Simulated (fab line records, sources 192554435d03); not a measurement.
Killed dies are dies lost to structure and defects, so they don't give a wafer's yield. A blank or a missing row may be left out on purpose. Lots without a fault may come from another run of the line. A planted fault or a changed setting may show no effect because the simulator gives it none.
A struck lot beside a sound one | flow n5_finfet | 14 steps out of a route of 1938
Sound: wafers L829.3, L829.4, L829.6. Struck: wafer L839.6. (L839.3, L839.5 of the same lot were not struck and are left out.) The cause comes at the end.
At each step with rows: each side's tool, then ch and its chambers, then its first start. Under that, the readings that differ: sound wafers | struck wafers | difference of the means | sigmas: that difference in standard deviations of wafers without a fault.
alike: readings whose means differ by less than 2 such deviations, and words and numbers that are the same on both sides. not compared: withheld readings, readings that some wafer has no value for, bounds like >300 that may hide the same value, and numbers for which the record gives no deviation and whose values overlap.
The two part at a step that has a row with sigmas, a row that says differs or no value, or rows on one side only. Numbers that don't overlap but have no deviation are shown without sigmas and don't part them. A reading that every wafer of one side lacks parts them only if that side has two wafers or more.

N5_BEOL_M5_STRIP_91: strips in N2/H2, time 10 s.
  sound on rie_diel-01 ch 0,2,3; struck on rie_diel-04 ch 3
  reading                         | sound          | struck | difference | sigmas
  showerhead_plenum_p_Torr (Torr) | 2.61 2.67 2.54 | 2.39   | -0.22      | -2
  alike: drypump_motor_current_A, oes_product_au, rf_vpp_V, throttle_valve_pct
  not compared: rf_hours_counter_h
N5_BEOL_M5_OCD_MEAS_38:
  sound on ocd-01, day 9 18:09; struck on ocd-02, day 12 09:01
  alike: trench_depth_nm
then, 4 steps without rows for these wafers: N5_BEOL_M5_HM_STRIP_39 (strips TiN in peroxide tin strip, target depth 25 nm, time 158 s); N5_BEOL_M5_SRD_40 (time 30 s); N5_BEOL_M5_PRECLEAN_42 (cleans in residue remover, time 60 s); N5_BEOL_M5_SRD_43 (time 30 s).
N5_BEOL_M5_CD_MEAS_35: target cd 28 nm, target cd y 24 nm.
  sound on cd_sem-03, day 9 18:18; struck on cd_sem-01, day 12 09:10
  alike: cd_nm
N5_BEOL_M5_CURE_80: cures SiCOH lowk, time 120 s.
  sound on uv_cure-02 ch 0, day 9 18:26; struck on uv_cure-03 ch 2, day 12 09:18
  alike: lamp_power_pct, wafer_temp_C_max
N5_BEOL_M5_DEGAS_44: time 60 s.
  sound on pvd_sputter-01, day 9 18:50; struck on pvd_sputter-03, day 12 10:11
  alike: heater_power_w, susceptor_temp_C
N5_BEOL_M5_PRE_CLEAN_45: time 30 s.
  sound on pvd_sputter-01, day 9 18:53; struck on pvd_sputter-03, day 12 10:13
  alike: heater_power_w, susceptor_temp_C
N5_BEOL_M5_ALD_86: deposits TaN, pulse time 2 s, purge time 3 s, co reactant purge time 2 s.
  sound on ald_metal-01 ch 1,3, day 9 18:56; struck on ald_metal-04 ch 0, day 12 10:31
  alike: heater_power_w, susceptor_temp_C
then, 1 step without rows for these wafers: N5_BEOL_M5_SURFACE_TREAT_87.
N5_BEOL_M5_CVD_47: deposits Co from CCTBA/H2, target thk 3 nm, time 216 s.
  sound on cvd_co-01 ch 0,1, day 9 19:17; struck on cvd_co-01 ch 1, day 12 10:52
  reading          | sound             | struck | difference | sigmas
  run_length_s (s) | 238.6 238.8 238.5 | 180.0  | -58.6      | -99 or more
then, 1 step without rows for these wafers: N5_BEOL_M5_SPUTTER_48 (material Cu, target thk 15 nm, time 27.62 s).

WHERE THEY PART
First at N5_BEOL_M5_STRIP_91; last, within this record, at N5_BEOL_M5_CVD_47.

WHY: what the simulator had put in
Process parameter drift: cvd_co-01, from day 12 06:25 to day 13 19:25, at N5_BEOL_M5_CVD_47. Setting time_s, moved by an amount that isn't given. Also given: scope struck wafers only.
